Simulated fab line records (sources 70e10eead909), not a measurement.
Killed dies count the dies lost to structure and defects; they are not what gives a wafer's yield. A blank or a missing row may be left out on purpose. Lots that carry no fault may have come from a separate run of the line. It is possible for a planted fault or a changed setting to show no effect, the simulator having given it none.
Which tool is to blame? :: flow nand_harc :: 13 lots, 39 wafers sampled, at 6 steps of a route of 1159

== WHAT THE GAUGES SHOWED, per wafer ==
NHARC_P_GATE_OVL_MEAS_27.
lot: L364
measured: day 4 11:45
on: overlay-01
overlay_x_nm (nm): -1.0 -1.1 -1.1
overlay_y_nm (nm): 0.2 -0.3 -0.5

lot: L366
measured: day 5 05:21
on: overlay-01
overlay_x_nm (nm): -0.4 0.0 -0.2
overlay_y_nm (nm): -0.5 -1.1 -0.7

lot: L370
measured: day 6 05:41
on: overlay-02
overlay_x_nm (nm): 0.5 1.2 1.3
overlay_y_nm (nm): -0.5 0.0 0.0

lot: L372
measured: day 6 18:52
on: overlay-01
overlay_x_nm (nm): 0.2 0.0 0.4
overlay_y_nm (nm): -0.6 -0.7 -0.9

lot: L373
measured: day 6 19:01
on: overlay-02
overlay_x_nm (nm): -0.1 -0.3 0.5
overlay_y_nm (nm): 1.2 0.5 0.4

lot: L378
measured: day 7 20:37
on: overlay-01
overlay_x_nm (nm): -0.9 -0.8 -1.1
overlay_y_nm (nm): 0.7 0.9 0.8

lot: L379
measured: day 8 15:53
on: overlay-01
overlay_x_nm (nm): -2.0 -1.8 -2.0
overlay_y_nm (nm): -1.1 -0.7 -0.6

lot: L381
measured: day 8 21:15
on: overlay-01
overlay_x_nm (nm): -1.4 -0.8 -0.7
overlay_y_nm (nm): -0.8 -0.6 -0.3

lot: L383
measured: day 9 10:26
on: overlay-01
overlay_x_nm (nm): 1.4 0.9 1.1
overlay_y_nm (nm): 0.4 1.1 0.4

lot: L382
measured: day 9 10:37
on: overlay-01
overlay_x_nm (nm): -1.4 -1.8 -1.7
overlay_y_nm (nm): 0.1 0.5 0.5

lot: L385
measured: day 9 19:27
on: overlay-01
overlay_x_nm (nm): 0.2 0.2 0.2
overlay_y_nm (nm): -0.1 -0.2 0.5

lot: L386
measured: day 10 11:11
on: overlay-01
overlay_x_nm (nm): 0.1 -0.2 -0.1
overlay_y_nm (nm): -1.6 -0.9 -0.3

lot: L387
measured: day 10 11:55
on: overlay-02
overlay_x_nm (nm): 0.4 0.2 0.4
overlay_y_nm (nm): 0.2 0.3 0.9

NHARC_P_GATE_CD_MEAS_46: target cd 720 nm.
lot: L364
measured: day 4 23:44
on: cd_sem-02
cd_nm (nm): 719.5 719.6 718.8

lot: L366
measured: day 5 17:37
on: cd_sem-01
cd_nm (nm): 725.9 718.8 719.8

lot: L370
measured: day 6 18:13
on: cd_sem-01
cd_nm (nm): - - -

lot: L372
measured: day 7 06:43
on: cd_sem-03
cd_nm (nm): 718.2 717.2 719.5

lot: L373
measured: day 7 07:08
on: cd_sem-01
cd_nm (nm): 719.8 719.8 724.3

lot: L378
measured: day 8 08:43
on: cd_sem-03
cd_nm (nm): 722.7 726.8 720.8

lot: L379
measured: day 9 03:50
on: cd_sem-01
cd_nm (nm): 720.4 722.9 720.7

lot: L381
measured: day 9 09:03
on: cd_sem-02
cd_nm (nm): 717.5 719.7 719.0

lot: L383
measured: day 9 22:27
on: cd_sem-03
cd_nm (nm): 724.0 726.9 720.7

lot: L382
measured: day 9 22:36
on: cd_sem-02
cd_nm (nm): 718.4 720.9 722.9

lot: L385
measured: day 10 07:25
on: cd_sem-03
cd_nm (nm): 718.9 719.2 720.9

lot: L386
measured: day 10 23:11
on: cd_sem-02
cd_nm (nm): 718.5 722.3 719.0

lot: L387
measured: day 10 23:50
on: cd_sem-03
cd_nm (nm): 719.5 721.8 718.9

NHARC_END_SORT_01.
lot: L370
measured: day 22 01:16
on: prober-02
killed_at_array: 37 41 38
killed_at_other: 0 0 1
killed_at_periphery: 640 636 638
killed_dies: 677 677 677
killed_open: 2 3 1
killed_short: 3 1 3

lot: L373
measured: day 22 01:18
on: prober-01
killed_at_array: 29 37 44
killed_at_other: 3 3 1
killed_at_periphery: 0 7 2
killed_dies: 32 47 47
killed_open: 2 1 4
killed_short: 1 3 2

== TOOL THAT RAN EACH LOT (tool first, then ch and the chambers of the sampled wafers, then the start) ==
lot: L364
NHARC_P_GATE_HM_DEP_102: acl_dep-03 ch 0, day 4 10:27
NHARC_P_GATE_ALD_36: ald_sin-04 ch 0,1,2, day 4 15:16
NHARC_P_GATE_EXPOSE_43: krf_scanner-04 ch 0, day 4 23:35

lot: L366
NHARC_P_GATE_HM_DEP_102: acl_dep-02 ch 0, day 5 04:14
NHARC_P_GATE_ALD_36: ald_sin-03 ch 0,2,3, day 5 09:57
NHARC_P_GATE_EXPOSE_43: krf_scanner-04 ch 0, day 5 17:28

lot: L370
NHARC_P_GATE_HM_DEP_102: acl_dep-03 ch 0, day 6 04:14
NHARC_P_GATE_ALD_36: ald_sin-01 ch 0,1,3, day 6 08:42
NHARC_P_GATE_EXPOSE_43: krf_scanner-04 ch 0, day 6 18:03

lot: L372
NHARC_P_GATE_HM_DEP_102: acl_dep-03 ch 0, day 6 17:27
NHARC_P_GATE_ALD_36: ald_sin-03 ch 0,3, day 6 20:13
NHARC_P_GATE_EXPOSE_43: krf_scanner-04 ch 0, day 7 06:34

lot: L373
NHARC_P_GATE_HM_DEP_102: acl_dep-02 ch 0, day 6 17:27
NHARC_P_GATE_ALD_36: ald_sin-01 ch 1,2,3, day 6 20:40
NHARC_P_GATE_EXPOSE_43: krf_scanner-04 ch 0, day 7 06:59

lot: L378
NHARC_P_GATE_HM_DEP_102: acl_dep-02 ch 0, day 7 19:19
NHARC_P_GATE_ALD_36: ald_sin-03 ch 1,3, day 7 22:13
NHARC_P_GATE_EXPOSE_43: krf_scanner-02 ch 0, day 8 08:34

lot: L379
NHARC_P_GATE_HM_DEP_102: acl_dep-03 ch 0, day 8 14:29
NHARC_P_GATE_ALD_36: ald_sin-01 ch 0,3, day 8 18:20
NHARC_P_GATE_EXPOSE_43: krf_scanner-03 ch 0, day 9 03:40

lot: L381
NHARC_P_GATE_HM_DEP_102: acl_dep-03 ch 0, day 8 20:16
NHARC_P_GATE_ALD_36: ald_sin-03 ch 0,1,3, day 9 00:43
NHARC_P_GATE_EXPOSE_43: krf_scanner-03 ch 0, day 9 08:54

lot: L383
NHARC_P_GATE_HM_DEP_102: acl_dep-03 ch 0, day 9 09:08
NHARC_P_GATE_ALD_36: ald_sin-01 ch 0,1,3, day 9 11:52
NHARC_P_GATE_EXPOSE_43: krf_scanner-04 ch 0, day 9 22:17

lot: L382
NHARC_P_GATE_HM_DEP_102: acl_dep-01 ch 0, day 9 09:14
NHARC_P_GATE_ALD_36: ald_sin-04 ch 1,2, day 9 12:03
NHARC_P_GATE_EXPOSE_43: krf_scanner-03 ch 0, day 9 22:27

lot: L385
NHARC_P_GATE_HM_DEP_102: acl_dep-02 ch 0, day 9 17:54
NHARC_P_GATE_ALD_36: ald_sin-03 ch 0,1, day 9 22:04
NHARC_P_GATE_EXPOSE_43: krf_scanner-03 ch 0, day 10 07:15

lot: L386
NHARC_P_GATE_HM_DEP_102: acl_dep-02 ch 0, day 10 09:52
NHARC_P_GATE_ALD_36: ald_sin-04 ch 1,3, day 10 13:37
NHARC_P_GATE_EXPOSE_43: krf_scanner-03 ch 0, day 10 23:01

lot: L387
NHARC_P_GATE_HM_DEP_102: acl_dep-02 ch 0, day 10 10:43
NHARC_P_GATE_ALD_36: ald_sin-03 ch 0,2,3, day 10 14:20
NHARC_P_GATE_EXPOSE_43: krf_scanner-04 ch 0, day 10 23:40
- NHARC_P_GATE_HM_DEP_102: deposits aC, target thk 120 nm.
- NHARC_P_GATE_ALD_36: deposits SiNx, target thk 20 nm, pulse time 60 s, ald cycles 223.
- NHARC_P_GATE_EXPOSE_43: exposes mask P NSD, target cd 720 nm.

== AS READ BY THE TOOLS THEMSELVES (means over the sampled wafers that have a number; for cases with no such wafer, the mark the record gives instead) ==
NHARC_P_GATE_HM_DEP_102.
lot: L364
tool: acl_dep-03
susceptor_temp_C (C): 400.03
throttle_valve_pct (%): 34.991

lot: L366
tool: acl_dep-02
susceptor_temp_C (C): -
throttle_valve_pct (%): 35.002

lot: L370
tool: acl_dep-03
susceptor_temp_C (C): 399.99
throttle_valve_pct (%): 35.007

lot: L372
tool: acl_dep-03
susceptor_temp_C (C): -
throttle_valve_pct (%): 34.994

lot: L373
tool: acl_dep-02
susceptor_temp_C (C): 400.08
throttle_valve_pct (%): 35.001

lot: L378
tool: acl_dep-02
susceptor_temp_C (C): 400.06
throttle_valve_pct (%): 34.986

lot: L379
tool: acl_dep-03
susceptor_temp_C (C): -
throttle_valve_pct (%): 35.002

lot: L381
tool: acl_dep-03
susceptor_temp_C (C): 399.74
throttle_valve_pct (%): 35.008

lot: L383
tool: acl_dep-03
susceptor_temp_C (C): -
throttle_valve_pct (%): 34.992

lot: L382
tool: acl_dep-01
susceptor_temp_C (C): -
throttle_valve_pct (%): 34.997

lot: L385
tool: acl_dep-02
susceptor_temp_C (C): 399.89
throttle_valve_pct (%): 34.998

lot: L386
tool: acl_dep-02
susceptor_temp_C (C): -
throttle_valve_pct (%): 34.995

lot: L387
tool: acl_dep-02
susceptor_temp_C (C): -
throttle_valve_pct (%): 35.002

NHARC_P_GATE_ALD_36.
lot: L364
tool: ald_sin-04
heater_power_w (W): 859
precursor_pulse_height_rel: 0.989
susceptor_temp_C (C): 399.87

lot: L366
tool: ald_sin-03
heater_power_w (W): 904
precursor_pulse_height_rel: 0.992
susceptor_temp_C (C): 400.15

lot: L370
tool: ald_sin-01
heater_power_w (W): 813
precursor_pulse_height_rel: 1.023
susceptor_temp_C (C): 399.97

lot: L372
tool: ald_sin-03
heater_power_w (W): 890
precursor_pulse_height_rel: 1.012
susceptor_temp_C (C): 400.29

lot: L373
tool: ald_sin-01
heater_power_w (W): 778
precursor_pulse_height_rel: 1.023
susceptor_temp_C (C): 399.82

lot: L378
tool: ald_sin-03
heater_power_w (W): 871
precursor_pulse_height_rel: 0.979
susceptor_temp_C (C): 399.93

lot: L379
tool: ald_sin-01
heater_power_w (W): 825
precursor_pulse_height_rel: 1.005
susceptor_temp_C (C): 400.03

lot: L381
tool: ald_sin-03
heater_power_w (W): 850
precursor_pulse_height_rel: 1.003
susceptor_temp_C (C): 400.18

lot: L383
tool: ald_sin-01
heater_power_w (W): 804
precursor_pulse_height_rel: 0.998
susceptor_temp_C (C): 399.97

lot: L382
tool: ald_sin-04
heater_power_w (W): 791
precursor_pulse_height_rel: 0.995
susceptor_temp_C (C): 400.04

lot: L385
tool: ald_sin-03
heater_power_w (W): 842
precursor_pulse_height_rel: 0.980
susceptor_temp_C (C): 399.80

lot: L386
tool: ald_sin-04
heater_power_w (W): 830
precursor_pulse_height_rel: 0.982
susceptor_temp_C (C): 400.10

lot: L387
tool: ald_sin-03
heater_power_w (W): 917
precursor_pulse_height_rel: 1.022
susceptor_temp_C (C): 400.12

== THE ANSWER, worked out from the rows above alone ==
Rule: the usual values come from the lots themselves. The widest of any qualifying gaps counts: lots, ordered by their means at a reading, are off when they make up no more than a third of the lots, leave a main group of 4 or more, and stand apart from it by 3 or more times the standard deviation of that group's means. A main group whose means are all the same, to the digits that the tables above print for the reading, isn't used. Also off: a lot with no number at a reading for which 4 or more lots have one. Any other lot the step has rows for is counted as sound. First the gauges in route order, then the tools' own readings, where a lot's mean is used as printed above. The first step at which some lot is off is used, and at that step the reading that is off furthest; a lot without a number counts as furthest.
Off: L370 (NHARC_P_GATE_CD_MEAS_46, cd_nm). Without a number there: L370. The main group: mean 720.7 nm, standard deviation 1.6.
If a tool, at a process step before that reading, ran all the lots that are off and no sound lot after the first of them, it fits. Gauges at NHARC_P_GATE_CD_MEAS_46: tried the same way as those tools. Not one of the candidates tried fits.

== WHAT HAD BEEN PUT IN BY THE SIMULATOR ==
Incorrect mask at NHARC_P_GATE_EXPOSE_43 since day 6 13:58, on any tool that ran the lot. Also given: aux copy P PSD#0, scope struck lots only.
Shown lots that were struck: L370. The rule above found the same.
